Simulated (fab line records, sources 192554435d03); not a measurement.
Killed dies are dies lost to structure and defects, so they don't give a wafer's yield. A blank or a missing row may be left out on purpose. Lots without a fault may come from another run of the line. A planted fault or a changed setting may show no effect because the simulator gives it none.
One fault seen from 2 desks | flow n5_finfet | each desk has only its own numbers; what lay behind them comes last

THE METROLOGY DESK
What the gauges read, lot by lot, whatever tool the lot ran on: means of the sampled wafers that have a number. A lot is out of limits, marked OUT, if its mean lies more than 4 standard deviations from the usual mean; the brackets give that distance.
Columns: A = M12_RS at N5_BEOL_M12_RS_MEAS_54, usual 0.0594 ohm/sq
lot  | first seen here | A
L115 | day 12 17:10    | 0.0590
L117 | day 12 17:52    | 0.0599
L118 | day 13 09:10    | 0.0593
L114 | day 13 14:53    | 0.0594
L119 | day 13 18:25    | 0.0596
L120 | day 13 23:38    | 0.0597
L122 | day 14 21:02    | 0.0590
L124 | day 15 05:04    | 0.0585
L123 | day 15 12:19    | 0.0592
L131 | day 17 01:40    | 0.0590
L133 | day 17 13:21    | 0.0593
This desk's finding: nothing out of limits on any of the 11 lots.

THE TOOL OWNER'S DESK: pvd_sputter-03
The tool's own readings at N5_BEOL_M12_SPUTTER_43 (material TaN, target thk 15 nm, time 24.19 s): means of the sampled wafers that have a number, for each lot that ran on this tool. A lot is out of limits, marked OUT, if its mean lies more than 4 standard deviations from the usual mean; the brackets give that distance.
Columns: A = throttle_valve_pct at N5_BEOL_M12_SPUTTER_43, usual 30.2 %
lot  | first seen here | A
L115 | day 12 16:02    | 29.3
L114 | day 13 13:45    | 31.3
L120 | day 13 21:44    | 29.7
L123 | day 15 11:10    | 30.8
L131 | day 17 00:21    | 29.7
This desk's finding: nothing out of limits on any of the 5 lots.

PUT TOGETHER
The metrology desk saw nothing out of limits.
The tool owner's desk saw nothing out of limits.

WHAT THE SIMULATOR HAD PUT IN
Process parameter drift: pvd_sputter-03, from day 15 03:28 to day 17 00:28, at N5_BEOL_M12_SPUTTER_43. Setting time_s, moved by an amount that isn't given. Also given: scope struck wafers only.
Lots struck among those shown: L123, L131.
